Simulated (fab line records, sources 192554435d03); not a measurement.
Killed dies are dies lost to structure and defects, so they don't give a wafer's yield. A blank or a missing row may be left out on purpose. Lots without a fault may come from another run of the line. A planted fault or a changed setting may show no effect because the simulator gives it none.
Which tool did it? | flow n5_finfet | 11 lots, 33 wafers sampled, at 5 steps of a route of 1938

WHAT THE GAUGES READ, wafer by wafer
N5_BEOL_M4_RC_MEAS_101.
lot  | measured     | on        | DIBL_N (mV/V)
L316 | day 9 00:22  | prober-02 | 34.6 36.9 37.7
L317 | day 9 09:47  | prober-01 | 37.5 39.0 37.6
L318 | day 9 07:05  | prober-01 | 37.5 35.5 38.3
L319 | day 9 17:22  | prober-01 | 34.1 35.7 34.1
L320 | day 9 20:26  | prober-02 | 36.0 35.0 36.5
L327 | day 11 20:21 | prober-01 | 35.4 34.9 36.1
L328 | day 11 21:12 | prober-02 | 37.7 35.0 35.7
L330 | day 11 22:14 | prober-01 | 35.6 35.3 37.2
L329 | day 12 02:36 | prober-01 | 36.4 34.9 35.2
L334 | day 13 12:08 | prober-02 | 35.3 34.5 35.9
L335 | day 13 18:05 | prober-01 | 37.4 40.3 36.6

WHICH TOOL RAN EACH LOT (tool, then ch and the chambers of the sampled wafers, then the start)
lot  | N5_BEOL_M2_SPUTTER_92        | N5_BEOL_M2_SPUTTER_94        | N5_BEOL_M2_PRE_CLEAN_60          | N5_BEOL_M2_CO_CAP_55
L316 | pvd_sputter-02, day 8 00:53  | pvd_sputter-02, day 8 01:07  | cvd_co-01 ch 0,1,2, day 8 02:10  | cvd_co-01 ch 0,1,2, day 8 02:14
L317 | pvd_sputter-03, day 8 05:57  | pvd_sputter-03, day 8 06:10  | cvd_co-02 ch 0,1,2, day 8 07:13  | cvd_co-02 ch 0,1,2, day 8 07:15
L318 | pvd_sputter-01, day 8 09:00  | pvd_sputter-01, day 8 09:13  | cvd_co-01 ch 1,2, day 8 10:16    | cvd_co-01 ch 1,2, day 8 10:19
L319 | pvd_sputter-01, day 8 19:26  | pvd_sputter-01, day 8 19:40  | cvd_co-01 ch 1,2, day 8 21:26    | cvd_co-01 ch 1,2, day 8 21:29
L320 | pvd_sputter-03, day 8 23:34  | pvd_sputter-03, day 8 23:47  | cvd_co-02 ch 0,1,2, day 9 01:02  | cvd_co-02 ch 0,1,2, day 9 01:05
L327 | pvd_sputter-03, day 10 15:04 | pvd_sputter-03, day 10 15:17 | cvd_co-02 ch 1,2, day 10 16:20   | cvd_co-02 ch 1,2, day 10 16:23
L328 | pvd_sputter-01, day 10 20:06 | pvd_sputter-01, day 10 20:19 | cvd_co-01 ch 1,2, day 10 21:26   | cvd_co-01 ch 1,2, day 10 21:29
L330 | pvd_sputter-01, day 11 03:24 | pvd_sputter-01, day 11 03:37 | cvd_co-02 ch 0,1,2, day 11 04:41 | cvd_co-02 ch 0,1,2, day 11 04:44
L329 | pvd_sputter-03, day 11 03:41 | pvd_sputter-03, day 11 03:55 | cvd_co-01 ch 0,1,2, day 11 04:57 | cvd_co-01 ch 0,1,2, day 11 04:59
L334 | pvd_sputter-03, day 12 17:25 | pvd_sputter-03, day 12 17:38 | cvd_co-01 ch 0,1,2, day 12 18:41 | cvd_co-01 ch 0,1,2, day 12 18:43
L335 | pvd_sputter-03, day 12 21:03 | pvd_sputter-03, day 12 21:16 | cvd_co-01 ch 0,1,2, day 12 22:25 | cvd_co-01 ch 0,1,2, day 12 22:28
- N5_BEOL_M2_SPUTTER_92: material Cu, target thk 4.5 nm, time 8.29 s.
- N5_BEOL_M2_SPUTTER_94: material Cu, target thk 4.5 nm, time 8.29 s.
- N5_BEOL_M2_PRE_CLEAN_60: time 15 s.
- N5_BEOL_M2_CO_CAP_55: material Co, precursor CCTBA/H2, target thk 2 nm, time 102.1 s.

THE ANSWER, worked out from the rows above alone
Rule: what is usual is taken from the lots themselves. Put in order of their means at a reading, lots are off if they are a third of the lots or fewer, leave a main group of 4 or more, and stand apart from it by a gap of 3 or more times the standard deviation of the main group's means; of several such gaps the widest counts. A main group whose means are all the same, to the digits that the tables above print for the reading, isn't used. A lot without any number at a reading at which 4 lots or more have one is off too. The other lots that the step has rows for count as sound.
No lot is off at any reading shown: from this, nothing can be told.

WHAT THE SIMULATOR HAD PUT IN
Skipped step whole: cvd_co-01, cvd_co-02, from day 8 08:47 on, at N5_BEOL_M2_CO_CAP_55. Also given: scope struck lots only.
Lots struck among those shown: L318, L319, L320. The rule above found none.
